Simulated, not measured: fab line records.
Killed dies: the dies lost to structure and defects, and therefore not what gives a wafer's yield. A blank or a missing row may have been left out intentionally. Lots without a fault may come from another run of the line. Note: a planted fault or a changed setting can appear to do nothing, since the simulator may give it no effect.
Split-lot experiment || flow n5-finfet || 7 lots, 21 wafers read, on a route of 1938 steps

THE SPLIT
At N5_BEOL_M5_COAT_71 (time 60 s, resist thk 5 nm), the setting spin-rpm was moved away from the recipe's 1500 rpm on 5 of the 21 wafers read, by -10.6% to +6.2%. The other wafers ran this setting at the recipe's value.

FROM THE SPLIT TO THE READING: what the file shows between them, 7 steps
- N5_BEOL_M5_COAT_05: resist thk 30 nm (also split here: spin-rpm)
- N5_BEOL_M5_EBR_07
- N5_BEOL_M5_SOFTBAKE_06: time 60 s
- N5_BEOL_M5_EXPOSE_08: exposes mask M5, target cd 28 nm
- N5_BEOL_M5_PEB_09: peb time 60 s
- N5_BEOL_M5_DEVELOP_10: develop time 30 s
- N5_BEOL_M5_DESCUM_16: chemistry O2, time 7 s

THE READING
etch.depth-nm (the simulator's own value, which no gauge read), in nm, at N5_BEOL_M5_ETCH_72 (etches underlayer in N2/H2, target depth 6.5 nm, time 5.2 s). No usual value for it is given in the file. Average 4.999 nm, standard deviation 0.021 nm, over the 16 wafers here run with the recipe.

{"wafer": "L074.2", "tool, chamber at the split": "litho-track-03, 0", "spin-rpm as run, rpm": 1500, "against the recipe": "recipe", "etch.depth-nm, nm": 5.015, "against lot-mates on the recipe": "-"}
{"wafer": "L074.4", "tool, chamber at the split": "litho-track-03, 0", "spin-rpm as run, rpm": 1500, "against the recipe": "recipe", "etch.depth-nm, nm": 5.016, "against lot-mates on the recipe": "-"}
{"wafer": "L074.6", "tool, chamber at the split": "litho-track-03, 0", "spin-rpm as run, rpm": 1500, "against the recipe": "recipe", "etch.depth-nm, nm": 5.011, "against lot-mates on the recipe": "-"}
{"wafer": "L075.1", "tool, chamber at the split": "litho-track-04, 0", "spin-rpm as run, rpm": 1500, "against the recipe": "recipe", "etch.depth-nm, nm": 5.005, "against lot-mates on the recipe": "-"}
{"wafer": "L075.4", "tool, chamber at the split": "litho-track-04, 0", "spin-rpm as run, rpm": 1341, "against the recipe": "-10.6%", "etch.depth-nm, nm": 5.276, "against lot-mates on the recipe": "+0.271"}
{"wafer": "L075.5", "tool, chamber at the split": "litho-track-04, 0", "spin-rpm as run, rpm": 1341, "against the recipe": "-10.6%", "etch.depth-nm, nm": 5.273, "against lot-mates on the recipe": "+0.268"}
{"wafer": "L078.1", "tool, chamber at the split": "litho-track-03, 0", "spin-rpm as run, rpm": 1500, "against the recipe": "recipe", "etch.depth-nm, nm": 5.02, "against lot-mates on the recipe": "-"}
{"wafer": "L078.3", "tool, chamber at the split": "litho-track-03, 0", "spin-rpm as run, rpm": 1500, "against the recipe": "recipe", "etch.depth-nm, nm": 5.023, "against lot-mates on the recipe": "-"}
{"wafer": "L078.6", "tool, chamber at the split": "litho-track-03, 0", "spin-rpm as run, rpm": 1500, "against the recipe": "recipe", "etch.depth-nm, nm": 5.032, "against lot-mates on the recipe": "-"}
{"wafer": "L090.4", "tool, chamber at the split": "litho-track-03, 0", "spin-rpm as run, rpm": 1500, "against the recipe": "recipe", "etch.depth-nm, nm": 4.968, "against lot-mates on the recipe": "-"}
{"wafer": "L090.5", "tool, chamber at the split": "litho-track-03, 0", "spin-rpm as run, rpm": 1500, "against the recipe": "recipe", "etch.depth-nm, nm": 4.988, "against lot-mates on the recipe": "-"}
{"wafer": "L090.6", "tool, chamber at the split": "litho-track-03, 0", "spin-rpm as run, rpm": 1500, "against the recipe": "recipe", "etch.depth-nm, nm": 4.992, "against lot-mates on the recipe": "-"}
{"wafer": "L089.1", "tool, chamber at the split": "litho-track-03, 0", "spin-rpm as run, rpm": 1500, "against the recipe": "recipe", "etch.depth-nm, nm": 4.99, "against lot-mates on the recipe": "-"}
{"wafer": "L089.3", "tool, chamber at the split": "litho-track-03, 0", "spin-rpm as run, rpm": 1500, "against the recipe": "recipe", "etch.depth-nm, nm": 5.005, "against lot-mates on the recipe": "-"}
{"wafer": "L089.4", "tool, chamber at the split": "litho-track-03, 0", "spin-rpm as run, rpm": 1500, "against the recipe": "recipe", "etch.depth-nm, nm": 5.011, "against lot-mates on the recipe": "-"}
{"wafer": "L091.2", "tool, chamber at the split": "litho-track-03, 0", "spin-rpm as run, rpm": 1500, "against the recipe": "recipe", "etch.depth-nm, nm": 4.984, "against lot-mates on the recipe": "-"}
{"wafer": "L091.3", "tool, chamber at the split": "litho-track-03, 0", "spin-rpm as run, rpm": 1422, "against the recipe": "-5.2%", "etch.depth-nm, nm": 5.136, "against lot-mates on the recipe": "+0.152"}
{"wafer": "L091.4", "tool, chamber at the split": "litho-track-03, 0", "spin-rpm as run, rpm": 1422, "against the recipe": "-5.2%", "etch.depth-nm, nm": 5.127, "against lot-mates on the recipe": "+0.143"}
{"wafer": "L096.1", "tool, chamber at the split": "litho-track-04, 0", "spin-rpm as run, rpm": 1500, "against the recipe": "recipe", "etch.depth-nm, nm": 4.962, "against lot-mates on the recipe": "-"}
{"wafer": "L096.3", "tool, chamber at the split": "litho-track-04, 0", "spin-rpm as run, rpm": 1500, "against the recipe": "recipe", "etch.depth-nm, nm": 4.962, "against lot-mates on the recipe": "-"}
{"wafer": "L096.5", "tool, chamber at the split": "litho-track-04, 0", "spin-rpm as run, rpm": 1593, "against the recipe": "+6.2%", "etch.depth-nm, nm": 4.828, "against lot-mates on the recipe": -0.134}

FIT RESULTS
A straight line over all 21 wafers: etch.depth-nm changes by -0.0262 nm for each +1% of spin-rpm; r = -0.98; the points scatter about the line by 0.02 nm.
The same after taking each lot's own level away (the mean of its wafers on the recipe; 21 wafers): -0.0252 nm for each +1%; r = -1.00; scatter 0.0091 nm.
Per that fit: largest spin-rpm move, reading shift of 0.27 nm.
Across the lots, their own levels run from 4.9620 to 5.0250 nm, a range of 3.0 times the standard deviation given above.
Hence the lot-to-lot level has little effect on the slope; both slopes agree.
Check: +0.27 nm against its lot-mates is what the line predicts for one of the wafers moved furthest among these (-10.6%) when that wafer is left out of the fit. It came out at +0.271 nm against them.

THESE WAFERS: OTHER SPLITS
Note: prior to the reading, these wafers also went through further splits. Each is held against what the fit with the lots' levels taken away leaves over:
{"other split on the same wafers": "N5_BEOL_M4_TRENCH_ETCH_37 time-s", "wafers away from the commonest value": 4, "r with etch.depth-nm (lot level and that fit taken away)": -0.24}
{"other split on the same wafers": "N5_BEOL_M5_COAT_05 spin-rpm", "wafers away from the commonest value": 10, "r with etch.depth-nm (lot level and that fit taken away)": -0.11}

FILE'S OWN FIT
etch.depth-nm changes by -0.0251 nm for each +1% of spin-rpm, r = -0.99.
